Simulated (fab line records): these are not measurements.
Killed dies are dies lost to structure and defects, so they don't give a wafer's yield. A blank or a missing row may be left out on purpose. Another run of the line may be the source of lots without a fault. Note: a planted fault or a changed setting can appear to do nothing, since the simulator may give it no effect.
Chamber matching || flow nand harc || pecvd-03 running NHARC_P_M1_DEP_33: 3 sister chambers
The step deposits SiCN, target thk 30 nm. 24 wafers are shown with their chamber, then 12 later ones without.

WAFERS, EACH WITH ITS CHAMBER
{"wafer": "L075.1", "chamber": 0, "heater power w (W)": 561, "heater power outer w (W)": 332, "rf fwd power W (W)": 449.3}
{"wafer": "L075.2", "chamber": 2, "heater power w (W)": 656, "heater power outer w (W)": 323, "rf fwd power W (W)": 448.2}
{"wafer": "L075.5", "chamber": 1, "heater power w (W)": 515, "heater power outer w (W)": 290, "rf fwd power W (W)": 448.3}
{"wafer": "L076.1", "chamber": 0, "heater power w (W)": 599, "heater power outer w (W)": 346, "rf fwd power W (W)": 450.2}
{"wafer": "L076.2", "chamber": 1, "heater power w (W)": 419, "heater power outer w (W)": 222, "rf fwd power W (W)": 449.1}
{"wafer": "L076.3", "chamber": 2, "heater power w (W)": 718, "heater power outer w (W)": 386, "rf fwd power W (W)": 448.2}
{"wafer": "L078.2", "chamber": 1, "heater power w (W)": 468, "heater power outer w (W)": 257, "rf fwd power W (W)": 449.8}
{"wafer": "L078.5", "chamber": 0, "heater power w (W)": 544, "heater power outer w (W)": 309, "rf fwd power W (W)": 450.1}
{"wafer": "L078.6", "chamber": 1, "heater power w (W)": 474, "heater power outer w (W)": 263, "rf fwd power W (W)": 446.4}
{"wafer": "L077.1", "chamber": 0, "heater power w (W)": 541, "heater power outer w (W)": 319, "rf fwd power W (W)": 448.3}
{"wafer": "L077.2", "chamber": 2, "heater power w (W)": 612, "heater power outer w (W)": 330, "rf fwd power W (W)": 448.9}
{"wafer": "L077.5", "chamber": 1, "heater power w (W)": 525, "heater power outer w (W)": 291, "rf fwd power W (W)": 448.8}
{"wafer": "L084.3", "chamber": 0, "heater power w (W)": 561, "heater power outer w (W)": 316, "rf fwd power W (W)": 449.3}
{"wafer": "L084.4", "chamber": 2, "heater power w (W)": 675, "heater power outer w (W)": 348, "rf fwd power W (W)": 450.4}
{"wafer": "L084.5", "chamber": 0, "heater power w (W)": 565, "heater power outer w (W)": 310, "rf fwd power W (W)": 449.3}
{"wafer": "L085.2", "chamber": 0, "heater power w (W)": 549, "heater power outer w (W)": 310, "rf fwd power W (W)": 449.1}
{"wafer": "L085.4", "chamber": 2, "heater power w (W)": 769, "heater power outer w (W)": 424, "rf fwd power W (W)": 447.3}
{"wafer": "L085.6", "chamber": 0, "heater power w (W)": 538, "heater power outer w (W)": 316, "rf fwd power W (W)": 451.0}
{"wafer": "L088.1", "chamber": 1, "heater power w (W)": 536, "heater power outer w (W)": 316, "rf fwd power W (W)": 447.6}
{"wafer": "L088.3", "chamber": 0, "heater power w (W)": 546, "heater power outer w (W)": 324, "rf fwd power W (W)": 448.6}
{"wafer": "L088.4", "chamber": 1, "heater power w (W)": 552, "heater power outer w (W)": 310, "rf fwd power W (W)": 447.6}
{"wafer": "L090.1", "chamber": 0, "heater power w (W)": 538, "heater power outer w (W)": 302, "rf fwd power W (W)": 449.4}
{"wafer": "L090.3", "chamber": 1, "heater power w (W)": 467, "heater power outer w (W)": 254, "rf fwd power W (W)": 450.9}
{"wafer": "L090.4", "chamber": 2, "heater power w (W)": 726, "heater power outer w (W)": 404, "rf fwd power W (W)": 449.1}

SIGNATURES, as means of the wafers listed above
{"reading": "heater power w", "chamber 0": 554.20, "chamber 1": 494.50, "chamber 2": 692.67, "scatter within a chamber": 39.5}
{"reading": "heater power outer w", "chamber 0": 318.40, "chamber 1": 275.38, "chamber 2": 369.17, "scatter within a chamber": 28.6}
{"reading": "rf fwd power W", "chamber 0": 449.460, "chamber 1": 448.562, "chamber 2": 448.683, "scatter within a chamber": 1.09}
Rule: distance of a wafer from a chamber = root of the sum over the readings of ((wafer's reading minus chamber's mean) / reading's scatter) squared. If the next closest chamber is less than 2 further off than the closest, the wafer can't be placed; otherwise it belongs to the closest. The scatter: the root of (the sum of the squares of (reading less its chamber's mean) over the shown wafers, divided by (wafers less chambers)).

WAFERS WITHOUT THEIR CHAMBER
{"wafer": "L091.3", "heater power w (W)": 530, "heater power outer w (W)": 301, "rf fwd power W (W)": 448.4}
{"wafer": "L091.5", "heater power w (W)": 527, "heater power outer w (W)": 302, "rf fwd power W (W)": 447.5}
{"wafer": "L091.6", "heater power w (W)": 514, "heater power outer w (W)": 288, "rf fwd power W (W)": 449.4}
{"wafer": "L092.1", "heater power w (W)": 637, "heater power outer w (W)": 328, "rf fwd power W (W)": 449.9}
{"wafer": "L092.2", "heater power w (W)": 468, "heater power outer w (W)": 267, "rf fwd power W (W)": 449.8}
{"wafer": "L092.5", "heater power w (W)": 467, "heater power outer w (W)": 260, "rf fwd power W (W)": 449.0}
{"wafer": "L095.1", "heater power w (W)": 755, "heater power outer w (W)": 415, "rf fwd power W (W)": 448.6}
{"wafer": "L095.4", "heater power w (W)": 539, "heater power outer w (W)": 315, "rf fwd power W (W)": 448.1}
{"wafer": "L095.5", "heater power w (W)": 742, "heater power outer w (W)": 420, "rf fwd power W (W)": 448.1}
{"wafer": "L097.1", "heater power w (W)": 545, "heater power outer w (W)": 317, "rf fwd power W (W)": 449.5}
{"wafer": "L097.3", "heater power w (W)": 646, "heater power outer w (W)": 335, "rf fwd power W (W)": 451.2}
{"wafer": "L097.6", "heater power w (W)": 547, "heater power outer w (W)": 315, "rf fwd power W (W)": 448.3}

WHICH CHAMBER EACH WENT THROUGH
{"wafer": "L091.3", "from the rows above": "can't be placed: 1 or 0", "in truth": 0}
{"wafer": "L091.5", "from the rows above": "can't be placed: 1 or 0", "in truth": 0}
{"wafer": "L091.6", "from the rows above": "can't be placed: 1 or 0", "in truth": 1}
{"wafer": "L092.1", "from the rows above": "can't be placed: 0 or 2", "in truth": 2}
{"wafer": "L092.2", "from the rows above": "can't be placed: 1 or 0", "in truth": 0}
{"wafer": "L092.5", "from the rows above": 1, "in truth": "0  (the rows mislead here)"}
{"wafer": "L095.1", "from the rows above": 2, "in truth": 2}
{"wafer": "L095.4", "from the rows above": "can't be placed: 0 or 1", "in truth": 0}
{"wafer": "L095.5", "from the rows above": 2, "in truth": 2}
{"wafer": "L097.1", "from the rows above": "can't be placed: 0 or 1", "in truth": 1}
{"wafer": "L097.3", "from the rows above": "can't be placed: 2 or 0", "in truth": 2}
{"wafer": "L097.6", "from the rows above": "can't be placed: 0 or 1", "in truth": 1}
Correctly placed: 2 of 12. These rows do not allow placing 9 (true chamber among the candidates in 9). Number placed wrongly: 1.
